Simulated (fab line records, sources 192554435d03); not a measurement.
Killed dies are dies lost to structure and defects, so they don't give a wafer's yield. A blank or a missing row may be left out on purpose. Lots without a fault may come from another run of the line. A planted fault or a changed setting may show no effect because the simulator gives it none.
Chamber matching | flow n5_finfet | N5_BEOL_M5_ETCH_75 on rie_diel-04: 4 sister chambers
The step etches underlayer in N2/H2, target depth 6.5 nm, time 5.2 s. 16 wafers are shown with their chamber, then 8 later ones without.

WAFERS WITH THEIR CHAMBER
wafer  | chamber | showerhead_plenum_p_Torr (Torr) | drypump_motor_current_A (A) | throttle_valve_pct (%)
L319.1 | 2       | 2.64                            | 4.8                         | 17.68
L319.2 | 3       | 2.43                            | 6.0                         | 17.85
L319.5 | 0       | 2.53                            | 6.2                         | 17.74
L320.2 | 1       | 2.47                            | 5.4                         | 18.21
L320.4 | 2       | 2.64                            | 4.7                         | 17.71
L320.5 | 3       | 2.43                            | 6.0                         | 17.87
L324.2 | 3       | 2.43                            | 6.0                         | 17.85
L324.5 | 1       | 2.47                            | 5.4                         | 18.23
L324.6 | 0       | 2.53                            | 6.3                         | 17.76
L325.1 | 1       | 2.47                            | 5.3                         | 18.25
L325.2 | 0       | 2.53                            | 6.3                         | 17.74
L325.3 | 3       | 2.43                            | 6.0                         | 17.87
L327.2 | 2       | 2.63                            | 4.8                         | 17.73
L327.5 | 1       | 2.47                            | 5.4                         | 18.24
L327.6 | 0       | 2.53                            | 6.2                         | 17.76
L332.2 | 2       | 2.63                            | 4.8                         | 17.73

SIGNATURES (means of the wafers above)
reading                  | chamber 0 | chamber 1 | chamber 2 | chamber 3 | scatter within a chamber
showerhead_plenum_p_Torr | 2.5300    | 2.4700    | 2.6350    | 2.4300    | 0.00289
drypump_motor_current_A  | 6.250     | 5.375     | 4.775     | 6.000     | 0.0456
throttle_valve_pct       | 17.7500   | 18.2325   | 17.7125   | 17.8600   | 0.0167
Rule: a wafer's distance from a chamber is the root of the sum, over the readings, of the square of ((its reading less the chamber's mean) divided by the reading's scatter). The wafer belongs to the nearest chamber; if the next one is less than 2 further off, it can't be placed. The scatter: the root of (the sum of the squares of (reading less its chamber's mean) over the shown wafers, divided by (wafers less chambers)).

WAFERS WITHOUT THEIR CHAMBER
wafer  | showerhead_plenum_p_Torr (Torr) | drypump_motor_current_A (A) | throttle_valve_pct (%)
L332.3 | 2.52                            | 6.3                         | 17.78
L332.5 | 2.42                            | 6.0                         | 17.85
L334.1 | 2.46                            | 5.4                         | 18.26
L334.2 | 2.63                            | 4.7                         | 17.71
L334.3 | 2.42                            | 6.0                         | 17.89
L333.1 | 2.52                            | 6.3                         | 17.77
L333.2 | 2.46                            | 5.4                         | 18.25
L333.4 | 2.42                            | 6.0                         | 17.89

WHICH CHAMBER EACH WENT THROUGH
wafer  | from the rows above | in truth
L332.3 | 0                   | 0
L332.5 | 3                   | 3
L334.1 | 1                   | 1
L334.2 | 2                   | 2
L334.3 | 3                   | 3
L333.1 | 0                   | 0
L333.2 | 1                   | 1
L333.4 | 3                   | 3
Placed correctly: 8 of 8. Can't be placed from these rows: 0. Placed wrongly: 0.
